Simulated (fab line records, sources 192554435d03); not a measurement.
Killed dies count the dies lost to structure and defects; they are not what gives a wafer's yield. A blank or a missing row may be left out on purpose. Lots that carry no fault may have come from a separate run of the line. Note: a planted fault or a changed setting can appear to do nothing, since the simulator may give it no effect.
Which tool did it? + flow n5Finfet + 21 lots with 63 wafers sampled at 2 steps, on a route of 1938 steps

WHAT THE GAUGES SHOWED, per wafer
N5_SDB_OVL_MEAS_12. Usual: SDB_OVL -0.1 nm, standard deviation 0.71.
| lot  | measured    | on         | SDB_OVL (nm)   | flag |
|------|-------------|------------|----------------|------|
| L075 | day 4 01:38 | overlay-02 | 0.1 0.0 0.9    |      |
| L076 | day 4 07:29 | overlay-02 | -0.5 -0.1 -1.1 |      |
| L077 | day 4 13:05 | overlay-02 | 0.1 -1.0 -0.6  |      |
| L078 | day 4 18:41 | overlay-01 | -0.1 0.5 0.2   |      |
| L079 | day 5 01:48 | overlay-01 | 0.2 -0.2 -1.1  |      |
| L080 | day 5 07:52 | overlay-02 | 1.2 0.7 1.4    |      |
| L081 | day 5 12:26 | overlay-01 | -0.1 -0.1 0.5  |      |
| L082 | day 5 18:46 | overlay-01 | -0.9 0.4 -0.5  |      |
| L083 | day 5 22:55 | overlay-01 | 0.9 -0.5 -1.3  |      |
| L084 | day 6 05:51 | overlay-01 | -0.6 -0.9 -0.1 |      |
| L085 | day 6 11:43 | overlay-01 | 0.3 -0.3 -1.0  |      |
| L086 | day 6 17:48 | overlay-02 | 0.2 -0.2 -1.3  |      |
| L087 | day 6 23:26 | overlay-01 | -0.2 -0.3 0.5  |      |
| L088 | day 7 05:26 | overlay-01 | -0.5 -1.2 -0.3 |      |
| L090 | day 7 16:54 | overlay-02 | -0.9 -0.3 -0.6 |      |
| L091 | day 8 01:16 | overlay-02 | -1.4 0.7 0.2   |      |
| L092 | day 8 04:43 | overlay-01 | 0.2 0.8 0.6    |      |
| L094 | day 8 23:35 | overlay-01 | -0.4 -0.4 0.3  |      |
| L095 | day 9 05:21 | overlay-02 | -0.5 -0.7 -1.3 |      |
| L096 | day 9 17:16 | overlay-02 | 0.1 1.3 -0.3   |      |
| L097 | day 9 18:08 | overlay-01 | -1.4 -1.3 -1.1 |      |

WHAT TOOL EACH LOT RAN ON (gives the tool, then ch and the chambers of the sampled wafers, and finally the start)
| lot  | N5_SD_EPI_N_ETCH_45              |
|------|----------------------------------|
| L075 | rieDiel-04 ch 1,2,3, day 3 09:41 |
| L076 | rieDiel-04 ch 0,2,3, day 3 14:32 |
| L077 | rieDiel-05 ch 1,2,3, day 3 20:11 |
| L078 | rieDiel-01 ch 0,1,2, day 4 01:53 |
| L079 | rieDiel-05 ch 0,1,3, day 4 10:37 |
| L080 | rieDiel-01 ch 1,2,3, day 4 15:25 |
| L081 | rieDiel-01 ch 0,1,2, day 4 19:49 |
| L082 | rieDiel-01 ch 0,1,2, day 5 01:52 |
| L083 | rieDiel-05 ch 0,1,2, day 5 07:34 |
| L084 | rieDiel-05 ch 0,1,2, day 5 12:52 |
| L085 | rieDiel-04 ch 0,1,2, day 5 18:31 |
| L086 | rieDiel-05 ch 0,1,3, day 6 01:30 |
| L087 | rieDiel-04 ch 0,1,2, day 6 07:18 |
| L088 | rieDiel-04 ch 0,1,2, day 6 13:05 |
| L090 | rieDiel-04 ch 0,2,3, day 7 01:40 |
| L091 | rieDiel-01 ch 0,2,3, day 7 06:24 |
| L092 | rieDiel-05 ch 0,1, day 7 12:43   |
| L094 | rieDiel-05 ch 0,2,3, day 8 06:26 |
| L095 | rieDiel-05 ch 0,2,3, day 8 11:50 |
| L096 | rieDiel-01 ch 0,1,2, day 8 17:07 |
| L097 | rieDiel-05 ch 0,1,3, day 8 18:14 |
- N5_SD_EPI_N_ETCH_45: etches SiOCN in CH3F/O2, target depth 6 nm.

WHAT THE TOOLS THEMSELVES READ (means of the sampled wafers that have a number; where no wafer has one, the mark that the record gives instead)
N5_SD_EPI_N_ETCH_45. Usual: drypumpMotorCurrentA 5.9 A, standard deviation 0.47; oesProductAu 0.78 a.u., standard deviation 0.078; rfFwdPowerW 408.3 W, standard deviation 1.5; rfVppV 127.5 V, standard deviation 0.93; showerheadPlenumPTorr 2.02 Torr, standard deviation 0.051; throttleValvePct 23.43 %, standard deviation 0.15.
| lot  | tool       | drypumpMotorCurrentA (A) | oesProductAu (a.u.) | rfFwdPowerW (W) | rfVppV (V) | showerheadPlenumPTorr (Torr) | throttleValvePct (%) | flag |
|------|------------|--------------------------|---------------------|-----------------|------------|------------------------------|----------------------|------|
| L075 | rieDiel-04 | 5.7                      | 0.71                | 408.8           | 127.8      | 2.01                         | 23.52                |      |
| L076 | rieDiel-04 | 5.7                      | 0.71                | 407.9           | 127.2      | 2.04                         | 23.50                |      |
| L077 | rieDiel-05 | 6.2                      | 0.80                | 408.8           | 127.9      | 2.01                         | 23.38                |      |
| L078 | rieDiel-01 | 5.7                      | 0.82                | 409.7           | 127.9      | 2.01                         | 23.31                |      |
| L079 | rieDiel-05 | 6.1                      | 0.84                | 409.2           | 128.4      | 2.02                         | 23.34                |      |
| L080 | rieDiel-01 | 5.3                      | 0.77                | 407.0           | 127.4      | 2.02                         | 23.42                |      |
| L081 | rieDiel-01 | 5.7                      | 0.81                | 407.6           | 127.1      | 2.01                         | 23.30                |      |
| L082 | rieDiel-01 | 5.7                      | 0.81                | 408.4           | 127.6      | 2.01                         | 23.31                |      |
| L083 | rieDiel-05 | 6.1                      | 0.80                | 408.9           | 128.2      | 2.06                         | 23.39                |      |
| L084 | rieDiel-05 | 6.1                      | 0.80                | 408.7           | 128.2      | 2.06                         | 23.38                |      |
| L085 | rieDiel-04 | 6.0                      | 0.69                | 408.2           | 127.5      | 2.01                         | 23.51                |      |
| L086 | rieDiel-05 | 6.1                      | 0.82                | 407.3           | 126.9      | 2.02                         | 23.37                |      |
| L087 | rieDiel-04 | 6.0                      | 0.69                | 407.0           | 127.8      | 2.00                         | 23.52                |      |
| L088 | rieDiel-04 | 6.0                      | 0.69                | 407.5           | 127.6      | 2.00                         | 23.52                |      |
| L090 | rieDiel-04 | 5.8                      | 0.79                | 409.0           | 128.3      | 2.03                         | 23.45                |      |
| L091 | rieDiel-01 | 5.6                      | 0.79                | 407.9           | 126.9      | 2.00                         | 23.38                |      |
| L092 | rieDiel-05 | 6.0                      | 0.82                | 407.4           | 128.2      | 2.07                         | 23.36                |      |
| L094 | rieDiel-05 | 5.9                      | 0.79                | 407.6           | 127.5      | 2.03                         | 23.50                |      |
| L095 | rieDiel-05 | 5.9                      | 0.78                | 410.9           | 128.4      | 2.03                         | 23.52                |      |
| L096 | rieDiel-01 | 5.7                      | 0.77                | 408.2           | 128.5      | 2.00                         | 23.35                |      |
| L097 | rieDiel-05 | 6.1                      | 0.81                | 408.0           | 127.9      | 2.01                         | 23.39                |      |

THE ANSWER, worked out from the rows above alone
Rule: take the mean of a lot's wafers that have a number; if it is more than 3 standard deviations from the usual mean, the lot is off. A lot without any number at a reading at which 4 lots or more have one is off too. Any other lot the step has rows for is counted as sound. The gauges are gone through in route order, then the tools' own readings, and for those a lot's mean is taken as printed above. The first step at which some lot is off is used, and at that step the reading that is off furthest; a lot without a number counts as furthest.
Nothing can be told from this: no lot is off at any reading shown.

WHAT HAD BEEN PUT IN BY THE SIMULATOR
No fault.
